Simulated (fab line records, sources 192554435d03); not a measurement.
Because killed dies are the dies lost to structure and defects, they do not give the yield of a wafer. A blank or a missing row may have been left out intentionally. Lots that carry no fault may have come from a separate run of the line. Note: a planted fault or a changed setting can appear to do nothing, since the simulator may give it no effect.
fab line records    flow n5Finfet
record lots=7  wafers=39
route steps=1938 shown BEOL_M3@980 BEOL_M5@1160
startH: hours from the record's first day to the start of the lot's first wafer shown    waitH: hours from the lot's prior step to this one    " the same as in the row above    L1.1+2: one row covering several wafers at once    - value missing, or start not given    * or withheld: withheld    < > ~ a bound
route shown NAME@n: names a module that has steps shown in the file, with the first one's number in the route    usual: average and standard deviation across the fault-free wafers    same: alike in all rows    chamber/n: place in a boat    sites: readings site by site    _std_site: their standard deviation    _edge_site: outer sites' mean less inner sites'    radiusMm: how far each site lies from the wafer's centre    mask NAME#n: copy n    behind: the last tool/chamber to shape the wafer    hold: reason for holding the lot/hours on hold/outcome of the hold    device: names the non-switching transistor (n, p or np)    end of line: the same wafers' tests at the end of the route    for a step that has no rows: nothing shown but its recipe    killed: not the wafer's yield, but the dies lost to structure and defects at the first sort    map: a wafer's dies, x killed, . not, _ none there
set.NAME: setting as actually run; set.NAME@STEP: the setting as run at that earlier step    model.NAME: the simulator's own value behind a step, which no gauge read
lots run with intentionally changed settings; tables by step, rows by wafer
## steps
# step N5_BEOL_M3_TRENCH_ETCH_37
# recipe chemistry=C4F6/O2  targetDepthA=555.55  target=SiOC  timeS=29.2  ionEnergyEv=250  pressureMtorr=30  sourceW=355  biasW=185  Ar_flow_sccm=300  C4F6_flow_sccm=10  O2_flow_sccm=10
lot.wafer  tool        chamber  startH  waitH  set.timeS  model.BEOL_M3.featureDepthNm  model.etch.depthNm  model.TiN_of_BEOL_M3_HM_DEP_02.thkNm
L078.1     rieDiel-06  0        -       -      29.2       55.6                          55.68               17.6
L078.2     "           2        "       "      29.2       55.2                          55.22               17.8
L078.3     "           1        "       "      29.2       56.6                          56.54               18
L083.1     rieDiel-06  1        -       -      29.2       55.6                          55.5                18.2
L083.2     "           3        "       "      29.2       54.8                          54.88               18.6
L083.3     "           2        "       "      29.2       54.6                          54.6                18.2
L083.4     "           0        "       "      22.71      42.6                          42.52               18.6
L083.5     "           0        "       "      22.71      42.4                          42.33               18.8
L083.6     "           3        "       "      22.71      42.4                          42.4                19
L082.1     rieDiel-01  2        -       -      29.2       54.8                          54.8                17.6
L082.2     "           3        "       "      29.2       55                            54.98               17.6
L082.3     "           0        "       "      29.2       53.8                          53.83               17.8
L082.4     "           0        "       "      29.2       54                            54.02               17.8
L082.5     "           2        "       "      29.2       54.4                          54.47               17.4
L082.6     "           3        "       "      29.2       55.2                          55.23               17.6
L085.1     rieDiel-05  1        -       -      36.79      67.2                          67.28               17.8
L085.2     "           0        "       "      29.2       54                            54.04               18.4
L085.3     "           3        "       "      36.79      71.8                          71.7                17.6
L085.4     "           3        "       "      29.2       56.8                          56.84               18.2
L085.5     "           0        "       "      29.2       54                            53.9                18.4
L085.6     "           1        "       "      36.79      67                            67.05               17.8
L091.1     rieDiel-01  1        -       -      29.2       55.6                          55.57               17.8
L091.2     "           2        "       "      20.94      39.2                          39.26               18.6
L091.3     "           0        "       "      29.2       55.2                          55.26               17.8
L091.4     "           3        "       "      20.94      40.2                          40.27               18.4
L091.5     "           0        "       "      29.2       55.4                          55.37               17.6
L091.6     "           1        "       "      20.94      40                            40.03               18.2
L093.1     rieDiel-01  3        -       -      29.2       56.2                          56.12               17.8
L093.2     "           0        "       "      29.2       55.6                          55.58               17.6
L093.3     "           2        "       "      29.2       55.2                          55.15               17.8
L093.4     "           1        "       "      29.2       55.8                          55.86               17.8
L093.5     "           0        "       "      29.2       55                            55.01               17.6
L093.6     "           1        "       "      29.2       56                            56.03               17.6
L090.1     rieDiel-01  1        -       -      29.2       54.8                          54.8                17.6
L090.2     "           2        "       "      36.22      68.2                          68.14               17.2
L090.3     "           0        "       "      29.2       55.2                          55.24               17.6
L090.4     "           3        "       "      36.22      69.8                          69.84               17
L090.5     "           0        "       "      36.22      68                            68.01               16.8
L090.6     "           1        "       "      29.2       55.4                          55.31               17.6
# step N5_BEOL_M3_ETCH_41
# recipe chemistry=CH3F/O2  target=SiCN  targetDepthA=299  taperDeg=2  timeS=52.5  ionEnergyEv=120  maskMaterial=TiN  pressureMtorr=30  sourceW=395  biasW=75  Ar_flow_sccm=150  CH3F_flow_sccm=30  O2_flow_sccm=20
# step N5_BEOL_M3_STRIP_97
# recipe chemistry=N2/H2  timeS=10  powerW=450  tempC=40  pressureMtorr=20  rfFrequencyHz=6e+07  biasPowerW=7  n2FlowSccm=200  h2FlowSccm=200
# step N5_BEOL_M3_OCD_MEAS_38
# usual trenchDepthNm=55.1/1.1
lot.wafer  tool    chamber  startH  waitH  set.timeS@BEOL_M3_TRENCH_ETCH_37  trenchDepthNm
L078.1     ocd-02  -        216.32  -      29.2                              55.8
L078.2     "       -        "       "      29.2                              55.3
L078.3     "       -        "       "      29.2                              56.3
L083.1     ocd-01  -        227.38  -      29.2                              55.3
L083.2     "       -        "       "      29.2                              55.2
L083.3     "       -        "       "      29.2                              54.5
L083.4     "       -        "       "      22.71                             42.3
L083.5     "       -        "       "      22.71                             42.3
L083.6     "       -        "       "      22.71                             42.7
L082.1     ocd-01  -        241.36  -      29.2                              54.0
L082.2     "       -        "       "      29.2                              55.0
L082.3     "       -        "       "      29.2                              54.2
L082.4     "       -        "       "      29.2                              53.8
L082.5     "       -        "       "      29.2                              54.1
L082.6     "       -        "       "      29.2                              55.3
L085.1     ocd-02  -        247.94  -      36.79                             67.9
L085.2     "       -        "       "      29.2                              54.0
L085.3     "       -        "       "      36.79                             71.7
L085.4     "       -        "       "      29.2                              57.4
L085.5     "       -        "       "      29.2                              53.6
L085.6     "       -        "       "      36.79                             67.2
L091.1     ocd-02  -        275.84  -      29.2                              55.4
L091.2     "       -        "       "      20.94                             39.7
L091.3     "       -        "       "      29.2                              54.9
L091.4     "       -        "       "      20.94                             41.0
L091.5     "       -        "       "      29.2                              54.8
L091.6     "       -        "       "      20.94                             40.5
L093.1     ocd-01  -        294.59  -      29.2                              56.3
L093.2     "       -        "       "      29.2                              55.7
L093.3     "       -        "       "      29.2                              54.9
L093.4     "       -        "       "      29.2                              55.8
L093.5     "       -        "       "      29.2                              55.6
L093.6     "       -        "       "      29.2                              55.9
L090.1     ocd-02  -        297.90  -      29.2                              55.0
L090.2     "       -        "       "      36.22                             68.9
L090.3     "       -        "       "      29.2                              55.2
L090.4     "       -        "       "      36.22                             69.9
L090.5     "       -        "       "      36.22                             67.8
L090.6     "       -        "       "      29.2                              55.4
# step N5_BEOL_M5_TRENCH_ETCH_37
# recipe chemistry=C4F6/O2  targetDepthA=716.52  target=SiCOH_lowk  timeS=24.7  ionEnergyEv=250  pressureMtorr=30  sourceW=345  biasW=185  Ar_flow_sccm=300  C4F6_flow_sccm=10  O2_flow_sccm=10
lot.wafer  tool        chamber  startH  waitH  set.targetDepthA  model.BEOL_M5.featureDepthNm  model.etch.depthNm
L078.1     rieDiel-01  0        -       -      716.52            70.4                          70.37
L078.2     "           3        "       "      716.52            72.2                          72.19
L078.3     "           2        "       "      716.52            71.4                          71.38
L083.1     rieDiel-05  1        -       -      716.52            69                            68.91
L083.2     "           0        "       "      933.6             91                            91.06
L083.3     "           3        "       "      933.6             96                            95.97
L083.4     "           1        "       "      933.6             90                            90.03
L083.5     "           0        "       "      716.52            70.4                          70.37
L083.6     "           3        "       "      716.52            74.4                          74.46
L082.1     rieDiel-05  3        -       -      716.52            72.8                          72.73
L082.2     "           0        "       "      716.52            69.8                          69.89
L082.3     "           2        "       "      716.52            70.4                          70.33
L082.4     "           1        "       "      716.52            69.4                          69.43
L082.5     "           0        "       "      716.52            70.4                          70.31
L082.6     "           1        "       "      716.52            69.6                          69.63
L085.1     rieDiel-05  1        -       -      716.52            70.8                          70.88
L085.2     "           2        "       "      716.52            72                            71.95
L085.3     "           0        "       "      716.52            70.6                          70.62
L085.4     "           3        "       "      716.52            73.8                          73.72
L085.5     "           0        "       "      716.52            70.8                          70.75
L085.6     "           3        "       "      716.52            73.6                          73.63
L091.1     rieDiel-05  3        -       -      716.52            73                            73.02
L091.2     "           1        "       "      716.52            69.4                          69.35
L091.3     "           0        "       "      716.52            70.8                          70.89
L091.4     "           2        "       "      716.52            71.2                          71.26
L091.5     "           2        "       "      716.52            71.2                          71.19
L091.6     "           3        "       "      716.52            73.2                          73.16
L093.1     rieDiel-01  0        -       -      716.52            70.4                          70.37
L093.2     "           1        "       "      716.52            71.2                          71.12
L093.3     "           3        "       "      716.52            72.4                          72.46
L093.4     "           1        "       "      988.8             98.6                          98.66
L093.5     "           3        "       "      988.8             100.2                         100.2
L093.6     "           0        "       "      988.8             97                            96.91
L090.1     rieDiel-06  0        -       -      716.52            71                            70.95
L090.2     "           2        "       "      716.52            72                            72.03
L090.3     "           3        "       "      716.52            71.4                          71.49
L090.4     "           1        "       "      716.52            72.4                          72.31
L090.5     "           0        "       "      716.52            70.6                          70.67
L090.6     "           3        "       "      716.52            71.2                          71.26
# step N5_BEOL_M5_ETCH_41
# recipe chemistry=CH3F/O2  target=SiCN  targetDepthA=315  taperDeg=2  timeS=56.7  ionEnergyEv=120  maskMaterial=TiN  pressureMtorr=30  sourceW=395  biasW=75  Ar_flow_sccm=150  CH3F_flow_sccm=30  O2_flow_sccm=20
# step N5_BEOL_M5_STRIP_91
# recipe chemistry=N2/H2  timeS=10  powerW=450  tempC=40  pressureMtorr=20  rfFrequencyHz=6e+07  biasPowerW=7  n2FlowSccm=200  h2FlowSccm=200
# step N5_BEOL_M5_OCD_MEAS_38
# usual trenchDepthNm=71.1/1.3
lot.wafer  tool    chamber  startH  waitH  set.targetDepthA@BEOL_M5_TRENCH_ETCH_37  trenchDepthNm
L078.1     ocd-01  -        237.95  -      716.52                                   70.3
L078.2     "       -        "       "      716.52                                   72.8
L078.3     "       -        "       "      716.52                                   71.2
L083.1     ocd-02  -        247.48  -      716.52                                   69.3
L083.2     "       -        "       "      933.6                                    91.2
L083.3     "       -        "       "      933.6                                    96.1
L083.4     "       -        "       "      933.6                                    90.2
L083.5     "       -        "       "      716.52                                   70.5
L083.6     "       -        "       "      716.52                                   73.9
L082.1     ocd-01  -        266.88  -      716.52                                   72.4
L082.2     "       -        "       "      716.52                                   69.9
L082.3     "       -        "       "      716.52                                   70.7
L082.4     "       -        "       "      716.52                                   69.4
L082.5     "       -        "       "      716.52                                   69.9
L082.6     "       -        "       "      716.52                                   69.3
L085.1     ocd-02  -        281.33  -      716.52                                   70.9
L085.2     "       -        "       "      716.52                                   71.8
L085.3     "       -        "       "      716.52                                   70.8
L085.4     "       -        "       "      716.52                                   73.3
L085.5     "       -        "       "      716.52                                   70.4
L085.6     "       -        "       "      716.52                                   73.7
L091.1     ocd-01  -        303.64  -      716.52                                   73.1
L091.2     "       -        "       "      716.52                                   69.4
L091.3     "       -        "       "      716.52                                   70.5
L091.4     "       -        "       "      716.52                                   71.4
L091.5     "       -        "       "      716.52                                   70.9
L091.6     "       -        "       "      716.52                                   73.4
L093.1     ocd-01  -        323.59  -      716.52                                   70.5
L093.2     "       -        "       "      716.52                                   70.9
L093.3     "       -        "       "      716.52                                   72.3
L093.4     "       -        "       "      988.8                                    98.9
L093.5     "       -        "       "      988.8                                    99.7
L093.6     "       -        "       "      988.8                                    96.8
L090.1     ocd-01  -        328.77  -      716.52                                   70.7
L090.2     "       -        "       "      716.52                                   72.3
L090.3     "       -        "       "      716.52                                   70.9
L090.4     "       -        "       "      716.52                                   72.2
L090.5     "       -        "       "      716.52                                   70.4
L090.6     "       -        "       "      716.52                                   71.2
# step N5_BEOL_M5_HM_STRIP_39
# recipe chemistry=peroxideTinStrip  material=TiN  targetDepthA=250  tempC=50  timeS=158
# step N5_BEOL_M5_SRD_40
# recipe timeS=30  tempC=23  rinseLiquid=diw  dry=ipaMarangoni
# step N5_BEOL_M5_ECD_50
# recipe material=Cu  targetThkA=3000
# step N5_BEOL_M5_ANNEAL_51
# recipe tempC=225  timeS=90  ambient=N2
# step N5_BEOL_M5_CMP_52
# recipe stopOn=SiCOH_lowk  tOverpolishS=6.9  downForcePsi=1  platenRpm=50  clearingPlatenDownForcePsi=1.5  clearingPlatenRpm=50  postCmpClean=cuAlkaline  targetThkNm=62  clearingPlatenPadVelocityMS=0.99484  padVelocityMS=0.99484
lot.wafer  tool    chamber  startH  waitH  set.targetDepthA@BEOL_M5_TRENCH_ETCH_37  model.Cu_of_BEOL_M5_ECD_50.thkNm
L078.2     cmp-02  2        245.92  0.2    716.52                                   62
L078.1     "       3        "       "      716.52                                   61.2
L078.3     "       1        "       "      716.52                                   61
L083.1     cmp-03  3        253.67  0.3    716.52                                   57.6
L083.4     "       0        "       "      933.6                                    79
L083.2     "       1        "       "      933.6                                    81
L083.3     "       2        "       "      933.6                                    86.4
L083.5     "       3        "       "      716.52                                   60.4
L083.6     "       0        "       "      716.52                                   63
L082.3     cmp-02  1        273.49  0.2    716.52                                   59.6
L082.1     "       2        "       "      716.52                                   62.6
L082.2     "       3        "       "      716.52                                   61.2
L082.4     "       0        "       "      716.52                                   58.4
L082.6     "       1        "       "      716.52                                   58.6
L082.5     "       2        "       "      716.52                                   61
L085.4     cmp-03  1        289.11  0.1    716.52                                   64.6
L085.2     "       2        "       "      716.52                                   62.8
L085.1     "       3        "       "      716.52                                   61.2
L085.3     "       0        "       "      716.52                                   59.6
L085.5     "       1        "       "      716.52                                   62.6
L085.6     "       2        "       "      716.52                                   65.4
L091.1     cmp-03  1        310.04  0.3    716.52                                   64.6
L091.2     "       2        "       "      716.52                                   61.4
L091.3     "       3        "       "      716.52                                   61.6
L091.4     "       0        "       "      716.52                                   61
L091.6     "       1        "       "      716.52                                   66
L091.5     "       2        "       "      716.52                                   62.6
L093.2     cmp-02  2        330.81  0.2    716.52                                   63
L093.1     "       3        "       "      716.52                                   64.4
L093.3     "       0        "       "      716.52                                   61.4
L093.4     "       1        "       "      988.8                                    90.6
L093.6     "       2        "       "      988.8                                    88.4
L093.5     "       3        "       "      988.8                                    92.2
L090.2     cmp-04  0        335.76  0.2    716.52                                   59.6
L090.1     "       1        "       "      716.52                                   60.4
L090.4     "       2        "       "      716.52                                   58.8
L090.3     "       3        "       "      716.52                                   57.6
L090.6     "       0        "       "      716.52                                   60
L090.5     "       1        "       "      716.52                                   59.8
# step N5_BEOL_M5_THK_MEAS_53
# recipe thkMeasGauge=xrf  reads=Cu_of_BEOL_M5_ECD_50
# usual M5_THK=60.4/1.7
lot.wafer  tool          chamber  startH  waitH  set.targetDepthA@BEOL_M5_TRENCH_ETCH_37  M5_THK[nm]
L078.1     filmMetro-01  -        246.21  -      716.52                                   60.2
L078.2     "             -        "       "      716.52                                   60.7
L078.3     "             -        "       "      716.52                                   60.0
L083.1     filmMetro-02  -        253.96  -      716.52                                   57.0
L083.2     "             -        "       "      933.6                                    80.6
L083.3     "             -        "       "      933.6                                    85.3
L083.4     "             -        "       "      933.6                                    78.0
L083.5     "             -        "       "      716.52                                   59.8
L083.6     "             -        "       "      716.52                                   62.5
L082.1     filmMetro-02  -        273.79  -      716.52                                   62.6
L082.2     "             -        "       "      716.52                                   61.0
L082.3     "             -        "       "      716.52                                   59.1
L082.4     "             -        "       "      716.52                                   58.2
L082.5     "             -        "       "      716.52                                   60.4
L082.6     "             -        "       "      716.52                                   58.2
L085.1     filmMetro-01  -        289.40  -      716.52                                   60.1
L085.2     "             -        "       "      716.52                                   61.7
L085.3     "             -        "       "      716.52                                   58.6
L085.4     "             -        "       "      716.52                                   63.2
L085.5     "             -        "       "      716.52                                   61.4
L085.6     "             -        "       "      716.52                                   64.0
L091.1     filmMetro-01  -        310.33  -      716.52                                   63.4
L091.2     "             -        "       "      716.52                                   60.1
L091.3     "             -        "       "      716.52                                   60.3
L091.4     "             -        "       "      716.52                                   59.7
L091.5     "             -        "       "      716.52                                   61.4
L091.6     "             -        "       "      716.52                                   64.4
L093.1     filmMetro-01  -        331.11  -      716.52                                   63.6
L093.2     "             -        "       "      716.52                                   61.8
L093.3     "             -        "       "      716.52                                   60.4
L093.4     "             -        "       "      988.8                                    89.2
L093.5     "             -        "       "      988.8                                    90.9
L093.6     "             -        "       "      988.8                                    86.8
L090.1     filmMetro-01  -        336.06  -      716.52                                   59.3
L090.2     "             -        "       "      716.52                                   58.9
L090.3     "             -        "       "      716.52                                   56.5
L090.4     "             -        "       "      716.52                                   57.8
L090.5     "             -        "       "      716.52                                   59.1
L090.6     "             -        "       "      716.52                                   59.0
# step N5_BEOL_M5_PRE_CLEAN_77
# recipe gas=NH3/H2  timeS=15  tempC=*  rfPowerW=300
# step N5_BEOL_M5_CO_CAP_78
# recipe material=Co  targetThkA=20  tempC=200  precursor=CCTBA/H2  pressureTorr=30  timeS=102.1
# step N5_BEOL_M5_PRE_CLEAN_55
# recipe gas=NH3  timeS=15  tempC=withheld  rfPowerW=300
# step N5_BEOL_M5_DEP_56
# recipe material=SiCN  targetThkA=80  tempC=withheld  precursor=3MS/NH3  pressureTorr=3  rfW=202  timeS=14
# step N5_BEOL_M5_RS_MEAS_57
# recipe thkMeasGauge=four-point-probe  reads=Co_of_BEOL_M5_CO_CAP_78+Cu_of_BEOL_M5_ECD_50+Co_of_BEOL_M5_CVD_47+TaN_of_BEOL_M5_ALD_86
# usual M5_RS=0.393/0.013
lot.wafer  tool          chamber  startH  waitH  set.targetDepthA@BEOL_M5_TRENCH_ETCH_37  M5_RS[ohm/sq]
L078.1     filmMetro-02  -        246.47  0.0    716.52                                   0.393
L078.2     "             -        "       "      716.52                                   0.387
L078.3     "             -        "       "      716.52                                   0.394
L083.1     filmMetro-01  -        254.22  0.0    716.52                                   0.423
L083.2     "             -        "       "      933.6                                    0.281
L083.3     "             -        "       "      933.6                                    0.261
L083.4     "             -        "       "      933.6                                    0.289
L083.5     "             -        "       "      716.52                                   0.398
L083.6     "             -        "       "      716.52                                   0.379
L082.1     filmMetro-02  -        274.08  0.1    716.52                                   0.382
L082.2     "             -        "       "      716.52                                   0.392
L082.3     "             -        "       "      716.52                                   0.405
L082.4     "             -        "       "      716.52                                   0.415
L082.5     "             -        "       "      716.52                                   0.394
L082.6     "             -        "       "      716.52                                   0.414
L085.1     filmMetro-02  -        289.75  0.0    716.52                                   0.392
L085.2     "             -        "       "      716.52                                   0.381
L085.3     "             -        "       "      716.52                                   0.405
L085.4     "             -        "       "      716.52                                   0.368
L085.5     "             -        "       "      716.52                                   0.383
L085.6     "             -        "       "      716.52                                   0.363
L091.1     filmMetro-01  -        310.62  0.1    716.52                                   0.369
L091.2     "             -        "       "      716.52                                   0.391
L091.3     "             -        "       "      716.52                                   0.392
L091.4     "             -        "       "      716.52                                   0.394
L091.5     "             -        "       "      716.52                                   0.382
L091.6     "             -        "       "      716.52                                   0.359
L093.1     filmMetro-01  -        331.42  0.0    716.52                                   0.369
L093.2     "             -        "       "      716.52                                   0.379
L093.3     "             -        "       "      716.52                                   0.392
L093.4     "             -        "       "      988.8                                    0.248
L093.5     "             -        "       "      988.8                                    0.242
L093.6     "             -        "       "      988.8                                    0.255
L090.1     filmMetro-01  -        336.32  0.0    716.52                                   0.399
L090.2     "             -        "       "      716.52                                   0.405
L090.3     "             -        "       "      716.52                                   0.423
L090.4     "             -        "       "      716.52                                   0.412
L090.5     "             -        "       "      716.52                                   0.402
L090.6     "             -        "       "      716.52                                   0.402
## key
split step=N5_BEOL_M3_TRENCH_ETCH_37  setting=timeS  stated=29.2  by=wafer
response step=N5_BEOL_M3_TRENCH_ETCH_37  reading=model.BEOL_M3.featureDepthNm  change=+0.55  per=1%  r=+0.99
response step=N5_BEOL_M3_TRENCH_ETCH_37  reading=model.etch.depthNm  change=+0.551  per=1%  r=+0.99
response step=N5_BEOL_M3_TRENCH_ETCH_37  reading=model.TiN_of_BEOL_M3_HM_DEP_02.thkNm  change=-0.0233  per=1%  r=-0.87
response step=N5_BEOL_M3_OCD_MEAS_38  reading=trenchDepthNm  change=+0.543  per=1%  r=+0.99
split step=N5_BEOL_M5_TRENCH_ETCH_37  setting=targetDepthA  stated=716.52  by=wafer
response step=N5_BEOL_M5_TRENCH_ETCH_37  reading=model.BEOL_M5.featureDepthNm  change=+0.709  per=1%  r=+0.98
response step=N5_BEOL_M5_TRENCH_ETCH_37  reading=model.etch.depthNm  change=+0.709  per=1%  r=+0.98
response step=N5_BEOL_M5_OCD_MEAS_38  reading=trenchDepthNm  change=+0.71  per=1%  r=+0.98
response step=N5_BEOL_M5_CMP_52  reading=model.Cu_of_BEOL_M5_ECD_50.thkNm  change=+0.722  per=1%  r=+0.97
response step=N5_BEOL_M5_THK_MEAS_53  reading=M5_THK  change=+0.711  per=1%  r=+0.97
response step=N5_BEOL_M5_RS_MEAS_57  reading=M5_RS  change=-0.0037  per=1%  r=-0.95
